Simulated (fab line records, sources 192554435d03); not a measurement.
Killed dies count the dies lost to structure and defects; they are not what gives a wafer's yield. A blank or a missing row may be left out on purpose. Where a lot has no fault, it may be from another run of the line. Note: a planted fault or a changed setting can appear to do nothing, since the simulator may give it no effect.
8D (eight disciplines) problem report, filled in by code	flow n5-finfet	the parts of the form that need people (team, actions taken, sign-off) are left out

1. THE PROBLEM
oes-product-au at N5_BEOL_M14_VIA_ETCH_16 reads a mean of 0.32 a.u. on 6 wafers of 2 lots; wafers without a fault read 0.73 a.u. with a standard deviation of 0.076. Measured from the usual mean, that is -5.4 standard deviations.
The step: etches SiO2 in C4F8/O2/Ar, target depth 1231.3 nm.
First observed at day 12 22:04: wafer L539.1, on rie-diel-01. The record holds 42 wafers of 14 lots with a number at this step. The rule behind "out" and "out of limits": a value lying over 4 standard deviations away from the usual mean. Any other wafer with a number is counted as sound.

2. WHAT THIS IS AND IS NOT
question	is	is not
which readings at this step	oes-product-au	drypump-motor-current-A, he-outer-torr, oes_o_777_au, rf-vpp-V, showerhead-plenum-p-Torr
which lots	L539, L540	L532, L533, L534, L535, L536, L537, L538, L541, L551, L553, L554, L555
which wafers of those lots	all that have a number	-
read on which tools	rie-diel-01	rie-diel-04, rie-diel-06
when	from day 12 22:04	up to then (21 sound wafers); but 15 sound wafers of L541, L551, L553, L554, L555 came after

3. THE SUSPECTS, EACH WITH WHAT RULES IT OUT
Counting: a tool at a process step up to the reading stays a suspect if it ran every lot that is out and no sound lot after the first of them.
- pvd-sputter-01 at N5_BEOL_M13_SPUTTER_45 (material Cu, target thk 80 nm, time 13.33 s): ruled out as a lasting fault. Following L539 (day 12 20:19), the first lot on it that is out, the sound lots L541, L551, L554, L555 were run on it.
- pecvd-02 at N5_BEOL_M14_ILD_DEP_00 (deposits SiO2 from TEOS/O2, target thk 1119.3 nm, time 237.4 s): ruled out as a lasting fault. Following L539 (day 12 21:23), the first lot on it that is out, the sound lots L541, L551, L553 were run on it.
- rie-diel-01 at N5_BEOL_M14_VIA_ETCH_16 (etches SiO2 in C4F8/O2/Ar, target depth 1231.3 nm): ruled out as a lasting fault. Following L539 (day 12 22:04), the first lot on it that is out, the sound lots L541, L553 were run on it.
Left after counting: nothing in the record.

4. THE CAUSE (what the simulator had put in)
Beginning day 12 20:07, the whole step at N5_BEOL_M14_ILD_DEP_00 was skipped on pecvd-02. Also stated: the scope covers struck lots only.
The count ruled it out by mistake, since the rule takes a fault to strike every lot its tool runs from the start of the fault on, and this one did not do so.

5. SEQUENCE OF EFFECTS, ordered by route
Each row: a reading whose mean over the struck wafers that have a number lies more than 3 standard deviations from the usual. Scope: only readings with a usual standard deviation given in the record; hours: median across lots of the time from each lot's start at the first step in this table that gives one to its start at this step; sigmas: change in usual standard deviations.
hours	step	reading	usual	on struck wafers	change	sigmas
0	N5_BEOL_M14_VIA_ETCH_16	oes-product-au	0.73 a.u.	0.32	-0.41	-5.4
The process steps in it:
- N5_BEOL_M14_VIA_ETCH_16: etches SiO2 in C4F8/O2/Ar, target depth 1231.3 nm.
Readings that are blank on the struck wafers while sound wafers have them: chamber-pressure-Torr at N5_BEOL_M14_ILD_DEP_00; heater-power-outer-w at N5_BEOL_M14_ILD_DEP_00; heater-power-w at N5_BEOL_M14_ILD_DEP_00; showerhead-plenum-p-Torr at N5_BEOL_M14_ILD_DEP_00; showerhead-vpp-V at N5_BEOL_M14_ILD_DEP_00; throttle-valve-pct at N5_BEOL_M14_ILD_DEP_00; cd-nm at N5_BEOL_M14_CD_MEAS_17.

6. WHAT WOULD HAVE CAUGHT IT SOONER
2 hours passed between the start of the fault at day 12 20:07 and the first reading out of limits in this record, taken at day 12 22:04.
At N5_BEOL_M14_ILD_DEP_00 the tool's readings are blank on the struck wafers, where sound wafers have them: an empty tool record is the first sign, and it was there at once.
